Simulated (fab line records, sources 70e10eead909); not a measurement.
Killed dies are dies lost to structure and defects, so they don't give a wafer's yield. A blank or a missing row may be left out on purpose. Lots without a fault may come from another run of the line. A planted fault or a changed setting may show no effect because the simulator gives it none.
A struck lot beside a sound one | flow nand_harc | 15 steps out of a route of 1302
Sound: wafers L422.1, L422.4, L422.5. Struck: wafer L427.1. (L427.4, L427.6 of the same lot were not struck and are left out.) The cause comes at the end.
At each step with rows: each side's tool, then ch and its chambers, then its first start. Under that, the readings that differ: sound wafers | struck wafers | difference of the means | sigmas: that difference in standard deviations of wafers without a fault.
alike: readings whose means differ by less than 2 such deviations, and words and numbers that are the same on both sides. not compared: withheld readings, readings that some wafer has no value for, bounds like >300 that may hide the same value, and numbers for which the record gives no deviation and whose values overlap.
The two part at a step that has a row with sigmas, a row that says differs or no value, or rows on one side only. Numbers that don't overlap but have no deviation are shown without sigmas and don't part them. A reading that every wafer of one side lacks parts them only if that side has two wafers or more.

NHARC_A_CONTACT_ETCH_128: etches the open film in C4F8/O2/Ar, time 197 s, target depth 1918 nm.
  sound on har_cap_etch-02 ch 0,1, day 22 07:58; struck on har_cap_etch-02 ch 1, day 24 15:50
  not compared: rf_hours_counter_h
NHARC_A_CONTACT_ETCH_129: etches the open film in C4F8/O2/Ar, time 197 s, target depth 1918 nm.
  sound on har_cap_etch-02 ch 0,1, day 22 08:09; struck on har_cap_etch-02 ch 1, day 24 16:01
  not compared: rf_hours_counter_h
NHARC_A_CONTACT_ETCH_130: etches the open film in C4F8/O2/Ar, time 197 s, target depth 1918 nm.
  sound on har_cap_etch-02 ch 0,1, day 22 08:20; struck on har_cap_etch-02 ch 1, day 24 16:11
  not compared: rf_hours_counter_h
then, 3 steps without rows for these wafers: NHARC_A_CONTACT_ETCH_131 (etches the open film in C4F8/O2/Ar, time 197 s, target depth 1918 nm); NHARC_A_CONTACT_ETCH_132 (etches the open film in C4F8/O2/Ar, time 197 s, target depth 1924 nm); NHARC_A_CONTACT_ETCH_133 (etches the open film in C4F8/O2/Ar, time 374 s, target depth 1610 nm).
NHARC_A_CONTACT_ETCH_91: etches the open film in CH3F/O2, target depth 40 nm, time 85.7 s.
  sound on rie_diel-11 ch 1,2,3, day 22 09:37; struck on rie_diel-11 ch 1, day 24 17:32
  alike: drypump_motor_current_A, oes_product_au, rf_vpp_V, showerhead_plenum_p_Torr, throttle_valve_pct
  not compared: rf_hours_counter_h
then, 1 step without rows for these wafers: NHARC_A_CONTACT_ETCH_97 (etches the open film in C4F6/O2, target depth 20 nm, time 10 s).
NHARC_A_CONTACT_CD_MEAS_80:
  sound on cd_sem-03, day 22 09:49; struck on cd_sem-01, day 24 17:46
  alike: cd_nm
then, 3 steps without rows for these wafers: NHARC_A_CONTACT_STRIP_103 (strips in N2/H2); NHARC_A_CONTACT_STRIP_104 (strips in CF4/CHF3); NHARC_A_CONTACT_STRIP_105 (strips in O2/COS).
NHARC_A_CONTACT_ETCH_106: etches the open film in CF4/O2, target depth 90 nm, overetch 9 nm, time 49.5 s.
  sound on rie_diel-09 ch 0,1,2, day 22 10:07; struck on rie_diel-11 ch 3, day 24 18:05
  reading               | sound             | struck | difference | sigmas
  oes_product_au (a.u.) | 0.984 0.987 0.981 | 0.950  | -0.034     | -3
  alike: drypump_motor_current_A, rf_vpp_V, showerhead_plenum_p_Torr, throttle_valve_pct
  not compared: rf_hours_counter_h
NHARC_A_CONTACT_STRIP_82: strips in O2.
  sound on rie_diel-09 ch 0,2; struck on rie_diel-11 ch 3
  reading               | sound             | struck | difference | sigmas
  oes_product_au (a.u.) | 0.983 0.979 0.988 | 1.016  | +0.033     | +3
  rf_vpp_V (V)          | 57.8 58.1 58.5    | 56.5   | -1.6       | -2
  alike: drypump_motor_current_A, showerhead_plenum_p_Torr, throttle_valve_pct
  not compared: rf_hours_counter_h
-- the record jumps here: 2 days lie between the struck wafers' starts before and after (it left off in module A_CONTACT and takes up again in module END, whose first step shown is number 1302 of the route) --
NHARC_END_SORT_01:
  the record has rows for the struck wafers here (prober-01 ch 0, day 26 23:53) and none for the sound ones

WHERE THEY PART
First at NHARC_A_CONTACT_ETCH_106; last, within this record, at NHARC_END_SORT_01.

WHY: what the simulator had put in
Process parameter drift: rie_diel-11, from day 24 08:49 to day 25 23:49, at NHARC_A_CONTACT_ETCH_106. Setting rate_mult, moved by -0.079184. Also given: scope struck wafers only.
